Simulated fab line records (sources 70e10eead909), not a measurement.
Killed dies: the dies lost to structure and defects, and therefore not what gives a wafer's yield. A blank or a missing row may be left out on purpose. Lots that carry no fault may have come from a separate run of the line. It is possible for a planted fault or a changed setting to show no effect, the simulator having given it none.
fab line records	flow nand_harc
record: lots: 24	wafers: 72	last_day: 34
route steps=1302 shown A_CONTACT@1004 A_BLC@1117
lots untouched by any fault: they come from a run of this same line in which no faults occurred
start_h: hours from the record's opening day to when the first of the lot's shown wafers began	wait_h: hours since the lot's step before	" repeats the value in the row above	L1.1+2: several wafers, shown together as one row	- no value, or no start given	* or withheld: withheld	< > ~ a bound
route shown NAME@n: NAME is a module with steps in the file, n the number in the route of the first one	usual: the fault-free wafers' mean and standard deviation	same: alike in all rows	chamber/n: place in a boat	sites: readings site by site	_std_site: standard deviation of those values	_edge_site: mean of outer sites minus mean of inner sites	radius_mm: how far each site lies from the wafer's centre	mask NAME#n: copy n	behind: the most recent tool/chamber to have shaped the wafer	hold: cause of the lot's hold/its duration in hours/its outcome	device: whichever transistor did not switch (one of n, p or np)	end of line: the route-end tests of the same wafers	where a step has no rows: the recipe by itself	killed: dies that structure and defects cost at the first sort, which is not the same as the wafer's yield	map: per-die view of a wafer (x killed, . not killed, _ where there is no die)
set.NAME: setting as actually run; set.NAME@STEP: the setting as run at that earlier step	model.NAME: the simulator's own value behind a step, which no gauge read
route steps across a sampled set of lots; one table per step, one row per wafer
services: the hour from which a tool's chamber was out of use, counted from the record's first day as start_h (under 0 if before that day), plus the number of hours and why
== steps ==
step: NHARC_A_CONTACT_ETCH_51
recipe: target_depth_a: 70000	over_etch_frac: 0.3	time_s: 1820	ion_energy_ev: 150	o2_flow_sccm: 400	cos_flow_sccm: 20	ar_flow_sccm: 0	rf_w: 500	bias_w: 300	chemistry: O2/COS
usual: drypump_motor_current_A: 5.9/0.41	oes_product_au: 0.998/0.015	rf_vpp_V: 314.8/2.3	showerhead_plenum_p_Torr: 3.16/0.14	throttle_valve_pct: 28.329/0.0088
lot.wafer	tool	chamber	start_h	wait_h	drypump_motor_current_A	oes_product_au	rf_hours_counter_h	rf_vpp_V	showerhead_plenum_p_Torr	throttle_valve_pct
L075.2	rie_diel-02	3	-	-	5.5	1.008	19	316.9	3.27	28.317
L075.1	"	0	"	"	5.5	0.988	17	316.6	3.21	28.330
L075.6	"	0	"	"	5.6	0.991	-	313.8	3.21	28.329
L074.1	rie_diel-13	2	-	-	6.5	1.009	52	314.5	3.09	28.319
L074.2	"	3	"	"	5.6	0.986	56	309.2	2.91	28.322
L074.6	"	2	"	"	6.5	1.013	-	312.5	3.09	28.309
L076.4	rie_diel-03	1	-	-	6.2	1.022	10	317.1	3.37	28.318
L076.3	"	2	"	"	6.0	0.984	9	312.0	2.97	28.319
L076.5	"	3	"	"	5.9	0.998	-	317.5	3.27	28.332
L077.2	rie_diel-13	2	-	-	6.5	1.017	56	314.5	3.09	28.341
L077.1	"	3	"	"	5.5	1.012	60	310.3	2.90	28.340
L077.4	"	1	"	"	6.5	0.991	43	317.8	3.35	28.323
L078.2	rie_diel-02	0	-	-	5.5	0.978	23	316.8	3.21	28.343
L078.6	"	0	"	"	5.5	0.983	-	315.1	3.21	28.333
L078.5	"	1	"	"	5.2	1.001	-	314.5	3.11	28.351
L079.3	rie_diel-13	0	-	-	6.3	1.025	3	315.4	3.18	28.337
L079.4	"	1	"	"	6.4	0.982	3	317.5	3.35	28.316
L079.2	"	3	"	"	5.6	0.988	3	319.0	3.37	28.337
L080.2	rie_diel-13	1	-	-	6.4	0.992	7	317.5	3.35	28.313
L080.4	"	2	"	"	6.5	1.005	8	313.1	3.08	28.347
L080.6	"	1	"	"	6.4	0.998	-	318.3	3.35	28.334
L081.1	rie_diel-13	2	-	-	6.5	1.010	10	315.1	3.08	28.335
L081.6	"	3	"	"	5.6	1.005	-	317.9	3.37	28.322
L081.5	"	0	"	"	6.3	1.023	-	313.5	3.17	28.327
L082.4	rie_diel-03	0	-	-	6.2	1.020	35	312.0	3.02	28.334
L082.1	"	1	"	"	6.2	1.000	34	316.0	3.35	28.323
L082.5	"	2	"	"	6.0	0.980	-	312.0	2.96	28.326
L083.3	rie_diel-02	2	-	-	5.9	0.988	1	311.3	2.99	28.330
L083.1	"	3	"	"	5.5	0.998	1	315.8	3.26	28.342
L083.5	"	3	"	"	5.5	0.992	-	317.7	3.26	28.319
L084.2	rie_diel-02	3	-	-	5.5	0.995	3	317.3	3.26	28.313
L084.6	"	1	"	"	5.2	1.005	-	312.5	3.11	28.327
L084.5	"	2	"	"	5.9	0.971	-	313.6	2.98	28.335
L086.4	rie_diel-02	1	-	-	5.2	1.006	4	315.6	3.11	28.322
L086.2	"	2	"	"	5.9	0.977	5	312.4	2.98	28.324
L086.5	"	3	"	"	5.6	0.985	-	315.3	3.26	28.333
L085.3	rie_diel-03	3	-	-	5.9	1.001	38	315.4	3.26	28.319
L085.2	"	0	"	"	6.2	1.013	40	313.8	3.02	28.312
L085.5	"	2	"	"	6.0	0.971	-	311.9	2.96	28.332
L088.1	rie_diel-13	0	-	-	6.3	1.018	28	312.7	3.16	28.322
L088.3	"	1	"	"	6.4	0.993	31	316.9	3.33	28.319
L088.4	"	3	"	"	5.5	0.988	35	317.0	3.35	28.330
L087.1	rie_diel-02	0	-	-	5.5	0.984	9	317.2	3.20	28.337
L087.2	"	1	"	"	5.2	1.016	9	312.2	3.10	28.323
L087.5	"	3	"	"	5.5	0.994	-	315.6	3.26	28.351
L090.1	rie_diel-13	1	-	-	6.4	0.979	44	318.8	3.33	28.324
L090.3	"	2	"	"	6.5	1.019	49	313.6	3.06	28.348
L090.5	"	2	"	"	6.5	1.014	-	312.8	3.06	28.325
L089.1	rie_diel-02	3	-	-	5.6	1.003	13	315.8	3.25	28.333
L089.6	"	0	"	"	5.5	0.982	-	315.6	3.20	28.330
L089.5	"	1	"	"	5.2	1.002	-	313.1	3.10	28.323
L091.4	rie_diel-03	2	-	-	6.0	0.995	11	311.3	2.94	28.325
L091.5	"	2	"	"	6.0	0.986	-	311.2	2.94	28.328
L091.6	"	3	"	"	5.9	1.012	-	315.7	3.24	28.325
L094.3	rie_diel-13	3	-	-	5.6	0.997	58	317.0	3.34	28.323
L094.2	"	1	"	"	6.4	0.989	50	317.2	3.32	28.337
L094.5	"	2	"	"	6.5	1.023	-	311.4	3.06	28.325
L092.1	rie_diel-02	0	-	-	5.5	0.972	15	315.2	3.20	28.332
L092.3	"	2	"	"	5.9	0.989	16	314.0	2.98	28.326
L092.5	"	0	"	"	5.5	0.983	-	317.1	3.20	28.344
L093.2	rie_diel-03	1	-	-	6.2	0.987	15	318.0	3.34	28.334
L093.6	"	1	"	"	6.2	0.980	-	318.5	3.34	28.317
L093.5	"	2	"	"	6.0	0.994	-	312.5	2.94	28.354
L096.1	rie_diel-03	3	-	-	5.9	1.007	20	315.7	3.23	28.325
L096.4	"	0	"	"	6.2	1.008	23	311.1	3.00	28.321
L096.6	"	2	"	"	6.0	0.992	-	309.6	2.93	28.314
L097.2	rie_diel-02	1	-	-	5.2	1.006	21	314.1	3.10	28.326
L097.3	"	3	"	"	5.5	1.001	18	316.7	3.25	28.330
L097.4	"	0	"	"	5.5	0.986	20	315.2	3.20	28.339
L095.4	rie_diel-13	2	-	-	6.5	1.025	3	314.9	3.06	28.326
L095.1	"	3	"	"	5.5	1.023	3	317.8	3.34	28.323
L095.6	"	1	"	"	6.4	0.990	-	316.7	3.32	28.315
step: NHARC_A_CONTACT_CD_MEAS_53
usual: cd_nm: 289.3/0.93
lot.wafer	tool	chamber	start_h	wait_h	cd_nm
L075.1	cd_sem-03	-	496.44	-	288.1
L075.2	"	-	"	"	288.1
L075.6	"	-	"	"	287.9
L074.1	cd_sem-03	-	501.96	-	288.8
L074.2	"	-	"	"	288.4
L074.6	"	-	"	"	288.8
L076.3	cd_sem-01	-	512.59	-	290.0
L076.4	"	-	"	"	289.3
L076.5	"	-	"	"	289.0
L077.1	cd_sem-01	-	523.63	-	288.3
L077.2	"	-	"	"	290.6
L077.4	"	-	"	"	290.1
L078.2	cd_sem-02	-	527.67	-	290.8
L078.5	"	-	"	"	290.2
L078.6	"	-	"	"	290.2
L079.2	cd_sem-01	-	538.59	-	290.8
L079.3	"	-	"	"	289.7
L079.4	"	-	"	"	289.5
L080.2	cd_sem-02	-	546.95	-	288.6
L080.4	"	-	"	"	288.6
L080.6	"	-	"	"	289.5
L081.1	cd_sem-01	-	552.65	-	289.3
L081.5	"	-	"	"	288.6
L081.6	"	-	"	"	288.5
L082.1	cd_sem-03	-	581.53	-	289.5
L082.4	"	-	"	"	289.9
L082.5	"	-	"	"	289.9
L083.1	cd_sem-03	-	587.63	-	288.6
L083.3	"	-	"	"	290.3
L083.5	"	-	"	"	290.6
L084.2	cd_sem-01	-	595.92	-	287.7
L084.5	"	-	"	"	288.0
L084.6	"	-	"	"	288.0
L086.2	cd_sem-01	-	603.15	-	287.7
L086.4	"	-	"	"	288.7
L086.5	"	-	"	"	288.4
L085.2	cd_sem-01	-	603.37	-	289.4
L085.3	"	-	"	"	290.1
L085.5	"	-	"	"	288.6
L087.1	cd_sem-03	-	634.12	-	290.5
L087.2	"	-	"	"	290.3
L087.5	"	-	"	"	290.8
L088.1	cd_sem-03	-	634.73	-	290.1
L088.3	"	-	"	"	290.6
L088.4	"	-	"	"	290.8
L089.1	cd_sem-01	-	668.40	-	287.4
L089.5	"	-	"	"	287.6
L089.6	"	-	"	"	288.6
L090.1	cd_sem-01	-	669.46	-	289.5
L090.3	"	-	"	"	289.3
L090.5	"	-	"	"	289.9
L091.4	cd_sem-02	-	683.03	-	288.8
L091.5	"	-	"	"	288.2
L091.6	"	-	"	"	289.0
L094.2	cd_sem-01	-	688.40	-	289.5
L094.3	"	-	"	"	290.3
L094.5	"	-	"	"	290.3
L092.1	cd_sem-01	-	688.80	-	288.6
L092.3	"	-	"	"	289.3
L092.5	"	-	"	"	289.7
L093.2	cd_sem-03	-	694.90	-	289.0
L093.5	"	-	"	"	288.6
L093.6	"	-	"	"	289.4
L096.1	cd_sem-01	-	711.84	-	290.0
L096.4	"	-	"	"	290.0
L096.6	"	-	"	"	288.7
L097.2	cd_sem-02	-	712.28	-	289.1
L097.3	"	-	"	"	289.5
L097.4	"	-	"	"	289.9
L095.1	cd_sem-02	-	716.43	-	288.7
L095.4	"	-	"	"	289.7
L095.6	"	-	"	"	289.1
step: NHARC_A_CONTACT_ETCH_136
recipe: source_w: withheld	pressure_mtorr: 20	bias_v: 1200	time_s: 311	target_depth_a: 19120	ar_flow_sccm: withheld	c4f8_flow_sccm: withheld	o2_flow_sccm: withheld	chemistry: C4F8/O2/Ar
lot.wafer	tool	chamber	start_h	wait_h	rf_hours_counter_h
L075.2	har_cap_etch-02	1	513.06	0.2	94
L075.1	"	0	"	"	94
L075.6	"	0	"	"	-
L074.2	har_cap_etch-01	0	516.92	0.2	0
L074.1	"	1	"	"	0
L074.6	"	0	"	"	-
L076.4	har_cap_etch-02	0	528.90	0.2	-
L076.3	"	1	"	"	-
L076.5	"	0	"	"	-
L077.1	har_cap_etch-03	1	542.26	0.2	53
L077.2	"	0	"	"	53
L077.4	"	1	"	"	-
L078.2	har_cap_etch-02	0	544.71	0.2	101
L078.5	"	1	"	"	-
L078.6	"	0	"	"	-
L079.2	har_cap_etch-03	0	555.86	0.2	56
L079.4	"	0	"	"	-
L079.3	"	1	"	"	-
L080.2	har_cap_etch-01	0	567.06	0.2	10
L080.4	"	0	"	"	-
L080.6	"	0	"	"	-
L081.1	har_cap_etch-03	1	570.69	0.2	57
L081.6	"	0	"	"	-
L081.5	"	1	"	"	-
L082.1	har_cap_etch-03	0	596.51	0.2	60
L082.4	"	0	"	"	-
L082.5	"	0	"	"	-
L083.1	har_cap_etch-02	1	605.66	0.2	113
L083.3	"	1	"	"	-
L083.5	"	0	"	"	-
L084.2	har_cap_etch-02	1	611.20	0.2	115
L084.5	"	1	"	"	-
L084.6	"	0	"	"	-
L086.2	har_cap_etch-02	0	618.62	0.2	116
L086.4	"	0	"	"	-
L086.5	"	1	"	"	-
L085.2	har_cap_etch-03	1	619.11	0.2	66
L085.3	"	0	"	"	-
L085.5	"	1	"	"	-
L087.1	har_cap_etch-01	0	649.10	0.2	21
L087.2	"	1	"	"	21
L087.5	"	1	"	"	-
L088.1	har_cap_etch-03	0	651.08	0.2	69
L088.3	"	0	"	"	-
L088.4	"	1	"	"	-
L089.1	har_cap_etch-01	0	687.70	0.2	27
L089.5	"	1	"	"	-
L089.6	"	0	"	"	-
L090.1	har_cap_etch-03	1	689.07	0.3	74
L090.3	"	1	"	"	-
L090.5	"	0	"	"	-
L091.4	har_cap_etch-01	0	700.84	0.2	-
L091.5	"	0	"	"	-
L091.6	"	1	"	"	-
L092.1	har_cap_etch-03	1	704.65	0.2	77
L092.3	"	1	"	"	-
L092.5	"	1	"	"	-
L094.2	har_cap_etch-01	0	706.65	0.2	31
L094.3	"	1	"	"	-
L094.5	"	0	"	"	-
L093.2	har_cap_etch-01	1	710.63	0.2	33
L093.5	"	0	"	"	-
L093.6	"	1	"	"	-
L096.1	har_cap_etch-02	0	726.81	0.2	138
L096.4	"	1	"	"	-
L096.6	"	0	"	"	-
L097.2	har_cap_etch-03	1	729.54	0.2	83
L097.3	"	0	"	"	-
L097.4	"	1	"	"	-
L095.1	har_cap_etch-01	1	735.75	0.2	38
L095.4	"	0	"	"	-
L095.6	"	0	"	"	-
step: NHARC_A_CONTACT_CD_MEAS_15
usual: cd_nm: 190.2/0.86
lot.wafer	tool	chamber	start_h	wait_h	cd_nm
L075.1	cd_sem-01	-	514.67	-	189.3
L075.2	"	-	"	"	190.2
L075.6	"	-	"	"	189.0
L074.1	cd_sem-03	-	518.52	-	190.5
L074.2	"	-	"	"	191.3
L074.6	"	-	"	"	190.3
L076.3	cd_sem-02	-	530.41	-	191.6
L076.4	"	-	"	"	190.1
L076.5	"	-	"	"	190.3
L077.1	cd_sem-02	-	543.85	-	189.9
L077.2	"	-	"	"	190.2
L077.4	"	-	"	"	190.7
L078.2	cd_sem-02	-	546.27	-	191.9
L078.5	"	-	"	"	191.8
L078.6	"	-	"	"	190.0
L079.2	cd_sem-02	-	557.45	-	189.7
L079.3	"	-	"	"	190.1
L079.4	"	-	"	"	191.2
L080.2	cd_sem-03	-	568.66	-	190.6
L080.4	"	-	"	"	190.2
L080.6	"	-	"	"	189.9
L081.1	cd_sem-03	-	572.66	-	190.0
L081.5	"	-	"	"	190.8
L081.6	"	-	"	"	190.8
L082.1	cd_sem-03	-	598.10	-	189.4
L082.4	"	-	"	"	189.6
L082.5	"	-	"	"	189.5
L083.1	cd_sem-01	-	607.25	-	192.0
L083.3	"	-	"	"	190.3
L083.5	"	-	"	"	192.1
L084.2	cd_sem-03	-	612.79	-	191.2
L084.5	"	-	"	"	189.2
L084.6	"	-	"	"	191.0
L086.2	cd_sem-02	-	620.21	-	190.1
L086.4	"	-	"	"	190.5
L086.5	"	-	"	"	189.0
L085.2	cd_sem-01	-	620.69	-	191.0
L085.3	"	-	"	"	190.2
L085.5	"	-	"	"	189.0
L087.1	cd_sem-03	-	650.73	-	190.7
L087.2	"	-	"	"	189.7
L087.5	"	-	"	"	190.9
L088.1	cd_sem-03	-	652.71	-	192.0
L088.3	"	-	"	"	189.8
L088.4	"	-	"	"	191.8
L089.1	cd_sem-03	-	689.25	-	189.8
L089.5	"	-	"	"	189.3
L089.6	"	-	"	"	190.2
L090.1	cd_sem-02	-	690.98	-	189.0
L090.3	"	-	"	"	190.7
L090.5	"	-	"	"	191.1
L091.4	cd_sem-03	-	702.70	-	191.2
L091.5	"	-	"	"	189.8
L091.6	"	-	"	"	190.8
L092.1	cd_sem-02	-	706.24	-	190.4
L092.3	"	-	"	"	191.3
L092.5	"	-	"	"	191.2
L094.2	cd_sem-02	-	708.42	-	189.7
L094.3	"	-	"	"	190.1
L094.5	"	-	"	"	190.9
L093.2	cd_sem-01	-	712.23	-	190.2
L093.5	"	-	"	"	189.3
L093.6	"	-	"	"	189.3
L096.1	cd_sem-03	-	728.39	-	189.5
L096.4	"	-	"	"	190.7
L096.6	"	-	"	"	191.1
L097.2	cd_sem-02	-	731.10	-	188.5
L097.3	"	-	"	"	188.8
L097.4	"	-	"	"	190.1
L095.1	cd_sem-02	-	737.34	-	191.7
L095.4	"	-	"	"	189.7
L095.6	"	-	"	"	190.4
step: NHARC_A_BLC_CD_MEAS_10
recipe: target_cd_nm: 100	landing_energy_ev: 500
usual: cd_nm: 99.8/0.79
lot.wafer	tool	chamber	start_h	wait_h	cd_nm
L075.1	cd_sem-02	0	517.48	-	98.5
L075.2	"	0	"	"	99.6
L075.6	"	0	"	"	99.8
L074.1	cd_sem-03	0	522.34	-	98.6
L074.2	"	0	"	"	99.0
L074.6	"	0	"	"	97.8
L076.3	cd_sem-01	0	533.37	-	98.6
L076.4	"	0	"	"	100.2
L076.5	"	0	"	"	99.9
L077.1	cd_sem-02	0	546.81	-	100.2
L077.2	"	0	"	"	100.0
L077.4	"	0	"	"	100.0
L078.2	cd_sem-01	0	549.19	-	99.4
L078.5	"	0	"	"	100.2
L078.6	"	0	"	"	100.2
L079.2	cd_sem-01	0	560.28	-	99.7
L079.3	"	0	"	"	98.5
L079.4	"	0	"	"	100.1
L080.2	cd_sem-01	0	571.47	-	100.0
L080.4	"	0	"	"	100.4
L080.6	"	0	"	"	100.3
L081.1	cd_sem-02	0	575.83	-	99.6
L081.5	"	0	"	"	101.1
L081.6	"	0	"	"	99.4
L082.1	cd_sem-01	0	601.12	-	100.0
L082.4	"	0	"	"	101.1
L082.5	"	0	"	"	100.6
L083.1	cd_sem-02	0	610.07	-	99.4
L083.3	"	0	"	"	100.7
L083.5	"	0	"	"	100.5
L084.2	cd_sem-03	0	615.74	-	100.2
L084.5	"	0	"	"	100.5
L084.6	"	0	"	"	101.0
L086.2	cd_sem-03	0	623.35	-	100.3
L086.4	"	0	"	"	100.1
L086.5	"	0	"	"	98.9
L085.2	cd_sem-03	0	623.87	-	100.5
L085.3	"	0	"	"	98.9
L085.5	"	0	"	"	99.8
L087.1	cd_sem-01	0	653.64	-	100.2
L087.2	"	0	"	"	100.2
L087.5	"	0	"	"	100.9
L088.1	cd_sem-03	0	656.23	-	99.3
L088.3	"	0	"	"	98.6
L088.4	"	0	"	"	99.6
L089.1	cd_sem-03	0	692.18	-	98.9
L089.5	"	0	"	"	99.0
L089.6	"	0	"	"	100.6
L090.1	cd_sem-03	0	693.81	-	101.0
L090.3	"	0	"	"	100.6
L090.5	"	0	"	"	99.0
L091.4	cd_sem-02	0	705.86	-	99.5
L091.5	"	0	"	"	99.9
L091.6	"	0	"	"	101.8
L092.1	cd_sem-02	0	709.17	-	100.3
L092.3	"	0	"	"	99.4
L092.5	"	0	"	"	99.4
L094.2	cd_sem-02	0	711.98	-	101.0
L094.3	"	0	"	"	99.9
L094.5	"	0	"	"	100.6
L093.2	cd_sem-03	0	715.20	-	99.3
L093.5	"	0	"	"	98.9
L093.6	"	0	"	"	100.4
L096.1	cd_sem-01	0	731.39	-	99.9
L096.4	"	0	"	"	101.0
L096.6	"	0	"	"	100.9
L097.2	cd_sem-03	0	734.02	-	99.6
L097.3	"	0	"	"	99.4
L097.4	"	0	"	"	99.5
L095.1	cd_sem-03	0	740.79	-	98.7
L095.4	"	0	"	"	99.3
L095.6	"	0	"	"	99.9
step: NHARC_A_BLC_ETCH_17
recipe: target_depth_a: 3900	over_etch_frac: 0.25	time_s: 609.38	ion_energy_ev: 200	n2_flow_sccm: 150	h2_flow_sccm: 150	ar_flow_sccm: 0	rf_w: 400	bias_w: 150	chemistry: N2/H2
usual: drypump_motor_current_A: 5.8/0.39	h2_flow_sccm: 150.0/0.46	oes_product_au: 1.006/0.012	rf_vpp_V: 432.3/2.4	showerhead_plenum_p_Torr: 2.11/0.077	throttle_valve_pct: 14.171/0.0091
lot.wafer	tool	chamber	start_h	wait_h	drypump_motor_current_A	h2_flow_sccm	oes_product_au	rf_hours_counter_h	rf_vpp_V	showerhead_plenum_p_Torr	throttle_valve_pct
L075.1	rie_diel-11	0	-	-	5.9	149.7	0.998	7.2	433.8	2.17	14.170
L075.2	"	1	"	"	5.1	150.2	1.019	6.3	427.7	1.95	14.168
L075.6	"	3	"	"	5.7	150.2	0.994	-	430.6	2.03	14.175
L074.1	rie_diel-11	1	-	-	5.1	150.4	1.023	7.2	427.1	1.95	14.183
L074.2	"	3	"	"	5.8	150.0	0.985	8.0	429.2	2.03	14.180
L074.6	"	2	"	"	5.6	150.5	0.988	-	435.0	2.16	14.169
L076.4	rie_diel-07	1	-	-	6.0	149.4	1.002	2.4	431.1	2.07	14.172
L076.3	"	3	"	"	5.7	150.4	1.014	2.0	434.0	2.19	14.158
L076.5	"	1	"	"	6.0	149.6	1.000	-	431.7	2.07	14.171
L077.1	rie_diel-11	2	-	-	5.6	149.9	0.989	11.1	433.7	2.16	14.180
L077.4	"	0	"	"	5.9	150.2	0.991	9.3	434.8	2.17	14.190
L077.2	"	1	"	"	5.1	149.8	1.014	9.2	428.5	1.95	14.196
L078.2	rie_diel-07	3	-	-	5.7	150.6	1.007	2.9	435.1	2.19	14.173
L078.5	"	0	"	"	6.5	149.9	1.004	-	435.6	2.18	14.172
L078.6	"	1	"	"	5.9	149.9	1.007	-	430.6	2.07	14.149
L079.3	rie_diel-07	2	-	-	5.4	149.5	1.011	4.1	431.4	2.09	14.159
L079.2	"	3	"	"	5.7	149.9	1.016	3.7	435.1	2.19	14.172
L079.4	"	1	"	"	5.9	150.0	1.011	-	430.8	2.07	14.165
L080.2	rie_diel-07	3	-	-	5.7	150.1	1.008	4.4	435.3	2.19	14.171
L080.4	"	1	"	"	6.0	150.2	1.011	5.5	430.3	2.07	14.174
L080.6	"	3	"	"	5.6	150.2	1.005	-	435.8	2.19	14.159
L081.1	rie_diel-07	1	-	-	5.9	149.7	1.010	5.8	429.8	2.07	14.156
L081.6	"	0	"	"	6.5	149.7	1.017	-	434.5	2.18	14.174
L081.5	"	1	"	"	5.9	149.4	1.011	-	431.4	2.07	14.189
L082.1	rie_diel-11	2	-	-	5.6	150.0	0.991	15.1	434.6	2.15	14.164
L082.5	"	2	"	"	5.6	150.1	1.001	-	433.5	2.15	14.166
L082.4	"	0	"	"	5.9	150.5	1.002	-	433.8	2.17	14.154
L083.3	rie_diel-07	0	-	-	6.5	149.5	1.010	6.9	433.3	2.18	14.172
L083.1	"	2	"	"	5.5	150.0	1.009	7.4	431.5	2.09	14.174
L083.5	"	3	"	"	5.7	150.3	1.013	-	434.4	2.18	14.180
L084.2	rie_diel-07	2	-	-	5.4	149.5	1.012	7.7	431.5	2.09	14.159
L084.6	"	2	"	"	5.5	149.8	1.008	-	431.2	2.09	14.180
L084.5	"	3	"	"	5.7	149.2	1.013	-	434.1	2.18	14.173
L086.4	rie_diel-11	1	-	-	5.1	150.0	1.009	0.5	427.7	1.95	14.183
L086.2	"	0	"	"	5.9	149.9	1.011	0.5	432.6	2.17	14.178
L086.5	"	1	"	"	5.1	150.6	1.017	-	426.5	1.95	14.163
L085.2	rie_diel-07	2	-	-	5.5	149.9	1.013	8.2	431.2	2.09	14.152
L085.3	"	0	"	"	6.5	150.3	1.009	7.9	434.4	2.18	14.175
L085.5	"	2	"	"	5.4	150.7	1.001	-	432.5	2.09	14.161
L087.1	rie_diel-11	0	-	-	5.9	148.8	0.995	3.3	434.2	2.17	14.167
L087.2	"	1	"	"	5.1	150.1	1.008	3.6	427.8	1.94	14.174
L087.5	"	0	"	"	5.9	148.9	0.998	-	434.8	2.17	14.162
L088.3	rie_diel-11	3	-	-	5.8	149.8	1.022	3.8	430.9	2.02	14.162
L088.1	"	0	"	"	5.9	150.1	0.997	4.3	435.1	2.17	14.170
L088.4	"	2	"	"	5.6	149.6	1.016	4.0	433.9	2.15	14.186
L089.1	rie_diel-07	2	-	-	5.4	150.7	1.021	1.1	432.1	2.09	14.168
L089.5	"	1	"	"	6.0	150.3	1.003	-	432.5	2.07	14.186
L089.6	"	2	"	"	5.5	150.3	1.029	-	431.7	2.09	14.170
L090.1	rie_diel-11	3	-	-	5.7	150.2	1.013	6.1	429.1	2.02	14.175
L090.3	"	1	"	"	5.1	150.2	1.004	6.2	429.0	1.94	14.156
L090.5	"	0	"	"	5.9	150.0	0.997	-	433.8	2.17	14.153
L091.4	rie_diel-11	1	-	-	5.1	150.5	1.005	8.1	427.4	1.94	14.168
L091.5	"	1	"	"	5.1	150.4	1.013	-	427.9	1.94	14.178
L091.6	"	2	"	"	5.6	149.7	1.010	-	431.6	2.15	14.169
L092.3	rie_diel-11	1	-	-	5.1	149.4	1.009	8.7	426.1	1.94	14.166
L092.1	"	2	"	"	5.6	149.8	1.009	8.7	432.7	2.15	14.180
L092.5	"	3	"	"	5.8	150.3	1.012	-	429.4	2.02	14.172
L094.3	rie_diel-07	1	-	-	5.9	150.0	1.004	2.4	430.7	2.07	14.180
L094.2	"	3	"	"	5.7	150.2	0.976	2.2	434.4	2.18	14.171
L094.5	"	1	"	"	5.9	150.5	1.015	-	431.3	2.07	14.165
L093.2	rie_diel-07	0	-	-	6.5	150.0	1.014	3.0	433.2	2.18	14.164
L093.5	"	0	"	"	6.5	150.0	1.013	-	435.4	2.17	14.193
L093.6	"	1	"	"	6.0	150.6	0.989	-	432.2	2.07	14.163
L096.1	rie_diel-07	0	-	-	6.5	149.8	1.022	3.8	434.1	2.17	14.170
L096.4	"	2	"	"	5.4	149.9	1.012	3.5	431.2	2.08	14.173
L096.6	"	1	"	"	5.9	149.7	0.999	-	430.3	2.07	14.162
L097.4	rie_diel-07	2	-	-	5.4	149.5	1.006	3.8	433.8	2.08	14.176
L097.2	"	3	"	"	5.7	150.3	0.986	3.7	435.2	2.18	14.173
L097.3	"	0	"	"	6.5	150.4	1.002	4.3	433.1	2.17	14.170
L095.4	rie_diel-07	1	-	-	5.9	150.0	1.011	5.4	430.8	2.07	14.163
L095.1	"	2	"	"	5.5	150.1	1.014	4.6	431.2	2.08	14.172
L095.6	"	3	"	"	5.7	149.4	0.986	-	433.6	2.18	14.185
== services ==
tool	chamber	start_h	hours	kind
rie_diel-07	-	471.39	9.0	pm
har_cap_etch-01	-	497.00	17.0	pm
rie_diel-02	3	505.76	4.4	repair
rie_diel-13	1	511.94	4.5	repair
rie_diel-11	2	512.38	2.8	repair
rie_diel-13	-	519.68	9.0	pm
rie_diel-07	-	553.94	0.2	repair
rie_diel-07	0	556.27	7.9	repair
rie_diel-02	-	570.79	9.0	pm
rie_diel-11	3	601.21	6.4	repair
rie_diel-07	0	603.09	6.5	repair
rie_diel-11	-	609.50	9.0	pm
rie_diel-13	0	613.37	7.5	repair
rie_diel-07	3	617.93	2.6	repair
rie_diel-13	0	632.18	10.7	repair
har_cap_etch-03	-	633.64	0.5	repair
rie_diel-13	1	639.12	3.0	repair
rie_diel-02	0	646.66	9.8	repair
rie_diel-07	-	648.39	9.0	pm
rie_diel-02	3	671.29	9.8	repair
rie_diel-07	-	684.23	1.0	repair
rie_diel-13	-	696.68	9.0	pm
rie_diel-07	3	700.45	2.8	repair
har_cap_etch-02	-	732.70	2.6	repair
== key ==
fault none
